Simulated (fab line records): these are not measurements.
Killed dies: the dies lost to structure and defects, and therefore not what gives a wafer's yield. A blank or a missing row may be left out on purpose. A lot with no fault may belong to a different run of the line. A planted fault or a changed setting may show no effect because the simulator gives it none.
Problem report in the 8D (eight disciplines) form, filled by code :: flow n5-finfet :: the parts of the form that need people (team, actions taken, sign-off) are left out

## 1. WHAT WENT WRONG
Mean of spin-speed-rpm at N5_BEOL_M9_COAT_59: 1429.9 rpm across 6 wafers in 2 lots; on wafers with no fault it is 1500.0 rpm (standard deviation 0.95). Relative to the usual mean, that is a shift of -74 standard deviations.
The step: time 60 s, resist thk 100 nm.
The first sign was on wafer L880.3 at day 13 16:10, on litho-track-01. Wafers with a number at this step in the record: 12, from 4 lots. The rule behind "out" and "out of limits": a value lying over 4 standard deviations away from the usual mean. The other wafers with a number count as sound.

## 2. WHAT IT IS, WHAT IT ISN'T
question: which readings at this step
is: spin-speed-rpm
is not: plate-temp-C, resist-line-temp-C

question: which lots
is: L880, L882
is not: L874, L878

question: which wafers of those lots
is: all that have a number
is not: -

question: read on which tools
is: litho-track-01
is not: litho-track-03

question: when
is: from day 13 16:10
is not: up to then (6 sound wafers)

## 3. WHAT RULES OUT EACH SUSPECT
Counting: a tool at a process step up to the reading stays a suspect if it ran every lot that is out and no sound lot after the first of them.
- litho-track-01 at N5_BEOL_M9_COAT_59 (time 60 s, resist thk 100 nm): kept. It ran every lot that is out, first L880 (day 13 16:10), and no sound lot after that; its last sound lot up to then is L874 (day 12 14:07). Out on those wafers are its own readings of spin-speed-rpm.
The count leaves litho-track-01 at N5_BEOL_M9_COAT_59.

## 4. THE CAUSE (what the simulator had put in)
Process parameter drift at N5_BEOL_M9_COAT_59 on litho-track-01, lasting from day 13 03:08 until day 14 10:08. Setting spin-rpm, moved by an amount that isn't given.
Counting left only this tool.

## 5. THE CHAIN OF EFFECTS, in route order
One row per reading whose mean, taken over the struck wafers that have a number, lies over 3 standard deviations from the usual. Only readings for which the record gives a usual standard deviation are gone through. hours: the time from each lot's start at the first step in this table that gives one to its start at this step, as a median over the lots. sigmas: the change in usual standard deviations.
hours: 0
step: N5_BEOL_M9_COAT_59
reading: spin-speed-rpm
usual: 1500.0 rpm
on struck wafers: 1429.9
change: -70.1
sigmas: -74
Here are the process steps it includes:
- N5_BEOL_M9_COAT_59: time 60 s, resist thk 100 nm.

## 6. WHAT WOULD HAVE CAUGHT IT SOONER
First out-of-limits reading in this record: day 13 16:10, which is 13 hours after fault onset at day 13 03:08.
